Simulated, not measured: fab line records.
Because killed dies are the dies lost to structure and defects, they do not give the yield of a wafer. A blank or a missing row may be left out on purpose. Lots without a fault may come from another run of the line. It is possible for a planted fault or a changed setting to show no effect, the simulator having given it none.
Comparing a struck lot with a sound one -- flow n5_finfet -- 15 steps out of a route of 1938
Sound: wafers L170.1, L170.3, L170.6. Struck: wafer L184.6. (L184.4 of the same lot was not struck and is left out.) The cause comes at the end.
Order at every step that has rows: each side's tool, ch and its chambers, its first start. Under that, the readings that differ: sound wafers -- struck wafers -- difference of the means -- sigmas: that difference in standard deviations of wafers without a fault.
alike: a reading whose means differ by less than 2 such deviations, as well as words and numbers matching on both sides. not compared: withheld readings; readings where some wafer has no value; bounds like >300 that might hide an equal value; numbers whose values overlap and for which the record gives no deviation.
A row with sigmas, a row that says differs or no value, or rows on one side alone: a step with any of these is where the two part. Numbers that have no deviation but don't overlap get no sigmas and don't part them. Lack of a reading on every wafer of one side parts them only where that side has two or more wafers.

first, 7 steps without rows for these wafers: N5_BEOL_M1_COAT_73 (time 60 s, resist thk 5 nm); N5_BEOL_M1_COAT_05 (resist thk 30 nm); N5_BEOL_M1_EBR_07; N5_BEOL_M1_SOFTBAKE_06 (time 60 s); N5_BEOL_M1_EXPOSE_08 (exposes mask M1); N5_BEOL_M1_PEB_09 (peb time 60 s); N5_BEOL_M1_DEVELOP_10 (develop time 30 s).
N5_BEOL_M1_CD_MEAS_11 targets a cd of 17.05 nm.
  sound on cd_sem-02 ch 0, day 6 12:13; struck on cd_sem-03 ch 0, day 11 11:11
  alike: cd_nm
N5_BEOL_M1_OVL_MEAS_12:
  sound on overlay-02 ch 0, day 6 12:14; struck on overlay-02 ch 0, day 11 11:14
  alike: M1_OVL
N5_BEOL_M1_INSPECT_13: inspects for defects (brightfield).
  sound on defect_inspect-01, day 6 12:18; struck on defect_inspect-02, day 11 11:17
  alike: raw_defect_count
N5_BEOL_M1_DESCUM_16: chemistry O2, time 7 s.
  sound on rie_diel-01 ch 1,3, day 6 12:49; struck on rie_diel-06 ch 2, day 11 11:32
reading,sound,struck,difference,sigmas
drypump_motor_current_A (A),5.2 4.7 4.7,6.5,+1.6,+2
oes_product_au (a.u.),0.70 0.71 0.71,0.86,+0.15,+2
rf_fwd_power_W (W),49.42 49.99 49.80,49.10,-0.64,-3
throttle_valve_pct (%),20.27 20.85 20.85,20.04,-0.62,-2
  alike: rf_vpp_V, showerhead_plenum_p_Torr
  not compared: rf_hours_counter_h
N5_BEOL_M1_ETCH_74: etches underlayer in N2/H2, target depth 6.5 nm, time 5.2 s.
  sound on rie_diel-01 ch 1,3, day 6 12:50; struck on rie_diel-06 ch 2, day 11 11:35
reading,sound,struck,difference,sigmas
drypump_motor_current_A (A),5.2 4.7 4.7,6.5,+1.6,+2
oes_product_au (a.u.),0.60 0.61 0.61,0.74,+0.13,+2
throttle_valve_pct (%),17.80 18.14 18.12,17.55,-0.47,-2
  alike: etch_rf_on_time_s, rf_fwd_power_W, rf_vpp_V, showerhead_plenum_p_Torr
  not compared: rf_hours_counter_h
N5_BEOL_M1_ETCH_63: etches SiARC in CF4, target depth 15.6 nm, time 26 s.
  sound on rie_diel-01 ch 1,3, day 6 12:52; struck on rie_diel-06 ch 2, day 11 11:35
reading,sound,struck,difference,sigmas
drypump_motor_current_A (A),5.2 4.7 4.7,6.5,+1.6,+2
etch_rf_on_time_s (s),25.3 25.7 25.9,33.8,+8.2,+17
throttle_valve_pct (%),15.67 15.86 15.88,15.25,-0.55,-2
  alike: mfc_ar_sccm, oes_product_au, rf_fwd_power_W, rf_vpp_V, showerhead_plenum_p_Torr
  not compared: rf_hours_counter_h
N5_BEOL_M1_ETCH_64: etches SOC in N2/H2, target depth 75 nm, overetch 15 nm, time 112.5 s.
  sound on rie_diel-01 ch 1,3, day 6 12:53; struck on rie_diel-06 ch 2, day 11 11:37
reading,sound,struck,difference,sigmas
drypump_motor_current_A (A),5.2 4.7 4.7,6.5,+1.6,+2
oes_product_au (a.u.),0.55 0.56 0.57,0.69,+0.13,+3
throttle_valve_pct (%),17.74 18.09 18.10,17.49,-0.49,-2
  alike: rf_fwd_power_W, rf_vpp_V, showerhead_plenum_p_Torr
  not compared: rf_hours_counter_h
-- record jumps: 2 days separate the struck wafers' starts on either side; left off in module BEOL_M1, taken up again in module BEOL_M4, whose first shown step is the route's number 1111 --
N5_BEOL_M4_RC_MEAS_101:
  sound on prober-02 ch 0, day 8 05:22; struck on prober-01 ch 0, day 13 14:50
reading,sound,struck,difference,sigmas
VT_P (mV),-248 -246 -248,-255,-8,-2
  alike: DIBL_N, DIBL_P, IOFF_N, IOFF_P, ION_N, ION_P, SS_N, SS_P, VT_N

## WHERE THEY PART
Last at N5_BEOL_M4_RC_MEAS_101 as far as this record goes, first at N5_BEOL_M1_DESCUM_16.

WHY: whatever the simulator had introduced
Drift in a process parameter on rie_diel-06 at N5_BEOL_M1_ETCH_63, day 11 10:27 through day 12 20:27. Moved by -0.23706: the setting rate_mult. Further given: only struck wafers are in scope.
